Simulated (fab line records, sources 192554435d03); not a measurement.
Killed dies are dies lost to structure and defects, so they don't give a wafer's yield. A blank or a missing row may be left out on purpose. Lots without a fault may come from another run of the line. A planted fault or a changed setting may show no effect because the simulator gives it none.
Problem report in the 8D (eight disciplines) form, filled by code | flow n5_finfet | the parts of the form that need people (team, actions taken, sign-off) are left out

1. THE PROBLEM
spin_speed_rpm at N5_BEOL_M13_COAT_58 reads a mean of 1687.7 rpm on 6 wafers of 2 lots; wafers without a fault read 1500.1 rpm with a standard deviation of 1.2. That is +99 or more standard deviations from the usual mean.
The step: time 60 s, resist thk 89 nm.
First seen on wafer L331.1, day 15 19:20, on litho_track-02. The record holds 27 wafers of 9 lots with a number at this step. Rule for "out", or "out of limits": more than 4 standard deviations from the usual mean. The other wafers with a number count as sound.

2. WHAT IT IS AND WHAT IT IS NOT
question                    | is                     | is not
which readings at this step | spin_speed_rpm         | -
which lots                  | L329, L331             | L313, L314, L316, L321, L324, L327, L333
which wafers of those lots  | all that have a number | -
read on which tools         | litho_track-02         | litho_track-03, litho_track-05
when                        | from day 15 19:20      | up to then (18 sound wafers); but 3 sound wafers of L333 came after

3. SUSPECTS, AND WHAT RULES EACH OUT
Counting: a tool at a process step up to the reading stays a suspect if it ran every lot that is out and no sound lot after the first of them.
- litho_track-02 at N5_BEOL_M13_COAT_58 (time 60 s, resist thk 89 nm): kept. It ran every lot that is out, first L331 (day 15 19:20), and no sound lot after that; its last sound lot up to then is L327 (day 15 05:19). Its own readings are out on those wafers: spin_speed_rpm.
Left after counting: litho_track-02 at N5_BEOL_M13_COAT_58.

4. THE CAUSE (what the simulator had put in)
Process parameter drift: litho_track-02, from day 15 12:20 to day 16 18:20, at N5_BEOL_M13_COAT_58. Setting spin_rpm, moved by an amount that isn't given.
Counting left only this tool.

5. THE CHAIN OF EFFECTS, in route order
Each row: a reading whose mean over the struck wafers that have a number lies more than 3 standard deviations from the usual. Only readings for which the record gives a usual standard deviation are gone through. hours: the time from each lot's start at the first step in this table that gives one to its start at this step, as a median over the lots. sigmas: the change in usual standard deviations.
hours | step                 | reading                  | usual      | on struck wafers | change | sigmas
0     | N5_BEOL_M13_COAT_58  | spin_speed_rpm           | 1500.1 rpm | 1687.7           | +187.6 | +99 or more
1     | N5_BEOL_M13_STRIP_64 | strip_time_to_endpoint_s | 31.28 s    | 29.77            | -1.52  | -23
The process steps in it:
- N5_BEOL_M13_COAT_58: time 60 s, resist thk 89 nm.
- N5_BEOL_M13_STRIP_64: strips in N2/H2.

6. WHAT WOULD HAVE CAUGHT IT SOONER
In this record the first reading out of limits was taken at day 15 19:20, 7 hours after the fault began at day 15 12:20.
